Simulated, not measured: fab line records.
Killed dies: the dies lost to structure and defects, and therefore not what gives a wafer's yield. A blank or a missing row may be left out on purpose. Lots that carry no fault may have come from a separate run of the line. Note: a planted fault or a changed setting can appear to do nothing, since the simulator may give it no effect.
Chamber matching || flow nand harc || NHARC_P_M0_DESCUM_14 on rie diel-06: 4 sister chambers
The step chemistry O2, time 3 s. 14 wafers are shown with their chamber, then 7 later ones without.

WAFERS WITH THEIR CHAMBER
{"wafer": "L075.1", "chamber": 0, "showerhead plenum p Torr (Torr)": 1.80, "drypump motor current A (A)": 5.6, "oes product au (a.u.)": 0.982}
{"wafer": "L075.4", "chamber": 2, "showerhead plenum p Torr (Torr)": 1.80, "drypump motor current A (A)": 4.7, "oes product au (a.u.)": 0.990}
{"wafer": "L075.5", "chamber": 0, "showerhead plenum p Torr (Torr)": 1.80, "drypump motor current A (A)": 5.6, "oes product au (a.u.)": 0.977}
{"wafer": "L080.1", "chamber": 2, "showerhead plenum p Torr (Torr)": 1.79, "drypump motor current A (A)": 4.7, "oes product au (a.u.)": 0.998}
{"wafer": "L080.2", "chamber": 0, "showerhead plenum p Torr (Torr)": 1.80, "drypump motor current A (A)": 5.6, "oes product au (a.u.)": 0.991}
{"wafer": "L080.3", "chamber": 1, "showerhead plenum p Torr (Torr)": 2.07, "drypump motor current A (A)": 5.2, "oes product au (a.u.)": 0.996}
{"wafer": "L080.4", "chamber": 3, "showerhead plenum p Torr (Torr)": 1.81, "drypump motor current A (A)": 5.0, "oes product au (a.u.)": 1.012}
{"wafer": "L080.5", "chamber": 3, "showerhead plenum p Torr (Torr)": 1.81, "drypump motor current A (A)": 5.0, "oes product au (a.u.)": 1.010}
{"wafer": "L080.6", "chamber": 2, "showerhead plenum p Torr (Torr)": 1.79, "drypump motor current A (A)": 4.8, "oes product au (a.u.)": 0.994}
{"wafer": "L081.2", "chamber": 1, "showerhead plenum p Torr (Torr)": 2.07, "drypump motor current A (A)": 5.2, "oes product au (a.u.)": 0.990}
{"wafer": "L081.4", "chamber": 2, "showerhead plenum p Torr (Torr)": 1.79, "drypump motor current A (A)": 4.7, "oes product au (a.u.)": 0.992}
{"wafer": "L081.5", "chamber": 0, "showerhead plenum p Torr (Torr)": 1.80, "drypump motor current A (A)": 5.6, "oes product au (a.u.)": 0.988}
{"wafer": "L083.1", "chamber": 2, "showerhead plenum p Torr (Torr)": 1.79, "drypump motor current A (A)": 4.8, "oes product au (a.u.)": 1.007}
{"wafer": "L083.2", "chamber": 0, "showerhead plenum p Torr (Torr)": 1.79, "drypump motor current A (A)": 5.7, "oes product au (a.u.)": 0.997}

SIGNATURES (averages over the wafers above)
{"reading": "showerhead plenum p Torr", "chamber 0": 1.7980, "chamber 1": 2.0700, "chamber 2": 1.7920, "chamber 3": 1.8100, "scatter within a chamber": 0.004}
{"reading": "drypump motor current A", "chamber 0": 5.620, "chamber 1": 5.200, "chamber 2": 4.740, "chamber 3": 5.000, "scatter within a chamber": 0.0447}
{"reading": "oes product au", "chamber 0": 0.98700, "chamber 1": 0.99300, "chamber 2": 0.99620, "chamber 3": 1.01100, "scatter within a chamber": 0.00665}
Rule: a wafer lies at a distance from a chamber equal to the root of the sum of squares, over the readings, of (its reading less the chamber's mean, divided by the reading's scatter). If the next closest chamber is less than 2 further off than the closest, the wafer can't be placed; otherwise it belongs to the closest. The scatter: the root of (the sum of the squares of (reading less its chamber's mean) over the shown wafers, divided by (wafers less chambers)).

WAFERS WITH NO CHAMBER GIVEN
{"wafer": "L083.5", "showerhead plenum p Torr (Torr)": 2.07, "drypump motor current A (A)": 5.2, "oes product au (a.u.)": 0.994}
{"wafer": "L084.3", "showerhead plenum p Torr (Torr)": 1.81, "drypump motor current A (A)": 5.0, "oes product au (a.u.)": 1.006}
{"wafer": "L084.4", "showerhead plenum p Torr (Torr)": 1.79, "drypump motor current A (A)": 5.6, "oes product au (a.u.)": 0.996}
{"wafer": "L084.5", "showerhead plenum p Torr (Torr)": 2.07, "drypump motor current A (A)": 5.2, "oes product au (a.u.)": 0.998}
{"wafer": "L091.2", "showerhead plenum p Torr (Torr)": 2.06, "drypump motor current A (A)": 5.1, "oes product au (a.u.)": 0.991}
{"wafer": "L091.4", "showerhead plenum p Torr (Torr)": 1.79, "drypump motor current A (A)": 5.7, "oes product au (a.u.)": 0.994}
{"wafer": "L091.5", "showerhead plenum p Torr (Torr)": 1.78, "drypump motor current A (A)": 4.7, "oes product au (a.u.)": 1.011}

THE CHAMBER EACH PASSED THROUGH
{"wafer": "L083.5", "from the rows above": 1, "in truth": 1}
{"wafer": "L084.3", "from the rows above": 3, "in truth": 3}
{"wafer": "L084.4", "from the rows above": 0, "in truth": 0}
{"wafer": "L084.5", "from the rows above": 1, "in truth": 1}
{"wafer": "L091.2", "from the rows above": 1, "in truth": 1}
{"wafer": "L091.4", "from the rows above": 0, "in truth": 0}
{"wafer": "L091.5", "from the rows above": 2, "in truth": 2}
Correct placement for 7 of the 7. Left unplaced by these rows: 0. Wrongly placed: 0.
